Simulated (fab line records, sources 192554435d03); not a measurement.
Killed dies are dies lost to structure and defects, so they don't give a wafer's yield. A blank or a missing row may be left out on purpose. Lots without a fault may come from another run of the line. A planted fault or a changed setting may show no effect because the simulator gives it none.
Split-lot experiment | flow n5_finfet | 7 lots, 21 wafers read, on a route of 1938 steps

THE SPLIT
At N5_BEOL_M12_SPUTTER_44 (material Ta, target thk 10 nm, time 16.13 s), the setting power_w was moved away from the recipe's 15000 W on 7 of the 21 wafers read, by -14.9% to +13.7%. The other wafers ran this setting at the recipe's value.

The reading is taken at the split's own step.

THE READING
Ta_of_BEOL_M12_SPUTTER_44.thk_nm (the simulator's own value, which no gauge read), in nm, at N5_BEOL_M12_SPUTTER_44 (material Ta, target thk 10 nm, time 16.13 s). The file gives no usual value for it. The 14 wafers here that ran the recipe average 9.9 nm, standard deviation 0.18 nm.

wafer  | tool, chamber at the split | power_w as run, W | against the recipe | Ta_of_BEOL_M12_SPUTTER_44.thk_nm, nm | against lot-mates on the recipe
L078.1 | pvd_sputter-02, -          | 12770             | -14.9%             | 8.6                                  | -1.4
L078.2 | pvd_sputter-02, -          | 15000             | recipe             | 10                                   | -
L078.4 | pvd_sputter-02, -          | 15000             | recipe             | 10                                   | -
L079.4 | pvd_sputter-01, -          | 15000             | recipe             | 9.8                                  | -
L079.5 | pvd_sputter-01, -          | 15000             | recipe             | 9.8                                  | -
L079.6 | pvd_sputter-01, -          | 15000             | recipe             | 9.8                                  | -
L080.2 | pvd_sputter-01, -          | 16510             | +10.1%             | 11.2                                 | +1.2
L080.3 | pvd_sputter-01, -          | 15000             | recipe             | 10                                   | -
L080.5 | pvd_sputter-01, -          | 16510             | +10.1%             | 11                                   | +1.0
L081.1 | pvd_sputter-01, -          | 15000             | recipe             | 9.8                                  | -
L081.2 | pvd_sputter-01, -          | 15000             | recipe             | 9.8                                  | -
L081.3 | pvd_sputter-01, -          | 12760             | -14.9%             | 8.4                                  | -1.4
L083.2 | pvd_sputter-03, -          | 15000             | recipe             | 10.4                                 | -
L083.3 | pvd_sputter-03, -          | 14270             | -4.9%              | 9.8                                  | -0.6
L083.4 | pvd_sputter-03, -          | 14270             | -4.9%              | 9.6                                  | -0.8
L084.1 | pvd_sputter-03, -          | 15000             | recipe             | 10.2                                 | -
L084.2 | pvd_sputter-03, -          | 15000             | recipe             | 9.8                                  | -
L084.4 | pvd_sputter-03, -          | 15000             | recipe             | 10                                   | -
L095.2 | pvd_sputter-03, -          | 15000             | recipe             | 9.8                                  | -
L095.3 | pvd_sputter-03, -          | 15000             | recipe             | 10                                   | -
L095.5 | pvd_sputter-03, -          | 17050             | +13.7%             | 11                                   | +1.1

THE FIT
A straight line over all 21 wafers: Ta_of_BEOL_M12_SPUTTER_44.thk_nm changes by +0.0945 nm for each +1% of power_w; r = +0.96; the points scatter about the line by 0.19 nm.
The same after taking each lot's own level away (the mean of its wafers on the recipe; 21 wafers): +0.0972 nm for each +1%; r = +0.98; scatter 0.13 nm.
On that fit, the largest move of power_w shifts the reading by 1.5 nm.
The lots' own levels span 9.80 to 10.40 nm, that is 3.4 times the standard deviation above.
So the lot-to-lot level changes the slope little: the two slopes agree.
Check: with one of the wafers moved furthest among these (-14.9%) left out of the fit, the line predicts -1.5 nm for it against its lot-mates. It came out at -1.4 nm against them.

OTHER SPLITS ON THESE WAFERS
These wafers also went through other splits before the reading. Each is held against what the fit with the lots' levels taken away leaves over:
other split on the same wafers    | wafers away from the commonest value | r with Ta_of_BEOL_M12_SPUTTER_44.thk_nm (lot level and that fit taken away)
N5_BEOL_M9_TRENCH_ETCH_37 time_s  | 2                                    | +0.13
N5_BEOL_M11_PEB_26 peb_time_s     | 5                                    | +0.36
N5_BEOL_M11_TRENCH_ETCH_37 time_s | 8                                    | +0.06
N5_BEOL_M11_CURE_72 time_s        | 10                                   | -0.15

THE FILE'S OWN FIT
Ta_of_BEOL_M12_SPUTTER_44.thk_nm changes by +0.0942 nm for each +1% of power_w, r = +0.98.
